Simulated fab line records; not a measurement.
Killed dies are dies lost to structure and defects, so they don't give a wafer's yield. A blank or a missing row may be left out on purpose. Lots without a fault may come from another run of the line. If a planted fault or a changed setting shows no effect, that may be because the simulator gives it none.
A lot that was struck, set against a sound lot -- flow n5-finfet -- 16 out of 1938 route steps
Sound: these wafers, L452.2, L452.4, L452.5. Struck: wafers L463.2, L463.4, L463.6. The cause is given at the end.
Order at every step that has rows: each side's tool, ch and its chambers, its first start. Under that, the readings that differ: sound wafers -- struck wafers -- difference of the means -- sigmas: that difference in standard deviations of wafers without a fault.
alike: readings with means less than 2 such deviations apart, plus words and numbers identical on both sides. not compared: withheld readings, readings lacking a value on some wafer, bounds such as >300 that could conceal the same value, and numbers that have no deviation in the record and whose values overlap.
Wherever a step has rows on one side only, a row that says differs or no value, or a row with sigmas, the two part there. Numbers that have no deviation but don't overlap get no sigmas and don't part them. Lack of a reading on every wafer of one side parts them only where that side has two or more wafers.

first, 3 steps without rows for these wafers: N5_SDB_PRECLEAN_38 (cleans in dHF, time 10 s); N5_SDB_PRECLEAN_39 (cleans in O3/DIW, time 45 s); N5_SDB_SRD_28 (time 30 s).
N5_SDB_ALD_29: deposits SiNx, target thk 30 nm, pulse time 1 s, ald cycles 600.
  sound on ald-sin-03 ch 0,3, day 5 21:17; struck on ald-sin-02 ch 1,2, day 8 13:18
reading,sound,struck,difference,sigmas
heater-power-w (W),845 658 658,855 985 1009,+229,+2
  alike: chamber-pressure-Torr, precursor-pulse-height-rel
N5_SDB_CMP_30: polishes, stops on poly-Si, t overpolish 1.54 s, target thk 30 nm.
  sound on cmp-03 ch 1,2,3, day 6 00:04; struck on cmp-04 ch 0,1,2, day 8 16:02
reading,sound,struck,difference,sigmas
motor-current-A (A),11.8 10.5 12.1,14.8 12.6 12.5,+1.8,+2
  alike: overpolish-run-s, time-to-endpoint-s
N5_SDB_THK_MEAS_31:
  sound on film-metro-02 at day 6 00:19; struck on film-metro-02 at day 8 16:20
  alike: SDB_THK
N5_SDB_INSPECT_36: inspects for defects (darkfield).
  sound on defect-inspect-02 at day 6 00:20; struck on defect-inspect-02 at day 8 16:22
  alike: raw-defect-count
N5_DUMMY_REMOVAL_HM_STRIP_01: strips SiNx in CH3F/O2, stops on poly-Si, target depth 4 nm, time 6.8 s.
  sound on rie-diel-01 ch 0,2, day 6 00:22; struck on rie-diel-05 ch 2,3, day 8 16:23
  alike: drypump-motor-current-A, oes-product-au, rf-vpp-V, showerhead-plenum-p-Torr, throttle-valve-pct
  not compared: rf-hours-counter-h
N5_DUMMY_REMOVAL_STRIP_10: strips in N2/H2, time 40 s.
  sound on rie-diel-01 ch 0,2, day 6 00:25; struck on rie-diel-05 ch 2,3, day 8 16:26
  alike: drypump-motor-current-A, oes-product-au, rf-vpp-V, showerhead-plenum-p-Torr, throttle-valve-pct
  not compared: rf-hours-counter-h
then, 2 steps without rows for these wafers: N5_DUMMY_REMOVAL_PRECLEAN_07 (cleans in dHF, time 30 s); N5_DUMMY_REMOVAL_DUMMY_REMOVE_02 (chemistry TMAH, target poly-Si, stops on SiO2, target depth 142 nm, time 57 s, rinse time 30 s).
N5_DUMMY_REMOVAL_INSPECT_06: inspects for defects (brightfield).
  sound on defect-inspect-02 at day 6 00:34; struck on defect-inspect-02 at day 8 16:35
  alike: raw-defect-count
N5_DUMMY_REMOVAL_PRECLEAN_08: cleans in NF3:NH3, afs cycles 2, time 20 s, sublimation time 60 s.
  sound on remote-plasma-02 ch 0, day 6 00:38; struck on remote-plasma-01 ch 0, day 8 16:40
reading,sound,struck,difference,sigmas
temp-c (C),29.94 29.88 29.89,28.64 28.73 28.74,-1.20,-12
then, 1 step without rows for these wafers: N5_DUMMY_REMOVAL_PRECLEAN_04 (cleans in DHF, time 37 s).
-- the record jumps here: 6 days lie between the struck wafers' starts before and after (it left off in module DUMMY_REMOVAL and takes up again in module BEOL_M4, whose first step shown is number 1111 of the route) --
N5_BEOL_M4_RC_MEAS_101:
  sound on prober-01 ch 0, day 11 00:51; struck on prober-02 ch 0, day 14 10:11
  alike: DIBL_N, DIBL_P, IOFF_N, IOFF_P, ION_N, ION_P, SS_N, SS_P, VT_N, VT_P
N5_PASSIVATION_PROBE_49:
  rows exist in the record for the sound wafers here (prober-02, day 15 11:11), none for the struck ones

WHERE THEY PART
Last at N5_PASSIVATION_PROBE_49 as far as this record goes, first at N5_SDB_ALD_29.

WHY: the cause the simulator had injected
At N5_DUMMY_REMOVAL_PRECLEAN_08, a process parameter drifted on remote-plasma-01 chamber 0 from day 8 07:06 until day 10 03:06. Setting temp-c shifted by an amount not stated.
